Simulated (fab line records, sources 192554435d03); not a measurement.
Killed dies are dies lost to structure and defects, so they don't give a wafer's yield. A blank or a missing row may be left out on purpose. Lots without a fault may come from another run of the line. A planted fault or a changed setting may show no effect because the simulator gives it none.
One fault seen from 2 desks | flow n5_finfet | each desk has only its own numbers; what lay behind them comes last

THE TOOL OWNER'S DESK: pvd_sputter-03
The tool's own readings at N5_BEOL_M11_SPUTTER_48 (material Cu, target thk 12 nm, time 2 s): means of the sampled wafers that have a number, for each lot that ran on this tool. A lot is out of limits, marked OUT, if its mean lies more than 4 standard deviations from the usual mean; the brackets give that distance.
Columns: A = substrate_temp_c at N5_BEOL_M11_SPUTTER_48, usual -20.01 C; B = throttle_valve_pct at N5_BEOL_M11_SPUTTER_48, usual 30.0 %
lot  | first seen here | A      | B
L199 | day 13 00:58    | -20.13 | 29.6
L212 | day 16 21:35    | -20.05 | 30.8
This desk's finding: nothing out of limits on any of the 2 lots.

THE METROLOGY DESK
What the gauges read, lot by lot, whatever tool the lot ran on: means of the sampled wafers that have a number. A lot is out of limits, marked OUT, if its mean lies more than 4 standard deviations from the usual mean; the brackets give that distance.
Columns: A = trench_depth_nm at N5_BEOL_M11_OCD_MEAS_38, usual 149 nm; B = cd_nm at N5_BEOL_M11_CD_MEAS_35, usual 69.9 nm; C = M11_RS at N5_BEOL_M11_RS_MEAS_57, usual 0.151 ohm/sq; D = M12_ILD_THK at N5_BEOL_M12_THK_MEAS_01, usual 661 nm; E = cd_nm at N5_BEOL_M12_CD_MEAS_10, usual 140.3 nm; F = V11_OVL at N5_BEOL_M12_OVL_MEAS_11, usual -1 nm; G = cd_nm at N5_BEOL_M12_CD_MEAS_17, usual 140.6 nm
lot  | first seen here | A   | B    | C     | D   | E     | F  | G
L190 | day 10 04:44    | 147 | 69.0 | 0.155 | 664 | 143.8 | -3 | 144.8
L199 | day 12 22:58    | 149 | 69.9 | 0.152 | 653 | 138.2 | 3  | 139.0
L202 | day 14 05:06    | 147 | 70.4 | 0.154 | 657 | 139.9 | 4  | 140.4
L205 | day 14 17:07    | 148 | 70.6 | 0.152 | 672 | 139.5 | 4  | 139.2
L212 | day 16 19:57    | 154 | 70.6 | 0.145 | 662 | 139.9 | -7 | 140.5
This desk's finding: nothing out of limits on any of the 5 lots.

PUT TOGETHER
The tool owner's desk saw nothing out of limits.
The metrology desk saw nothing out of limits.

WHAT THE SIMULATOR HAD PUT IN
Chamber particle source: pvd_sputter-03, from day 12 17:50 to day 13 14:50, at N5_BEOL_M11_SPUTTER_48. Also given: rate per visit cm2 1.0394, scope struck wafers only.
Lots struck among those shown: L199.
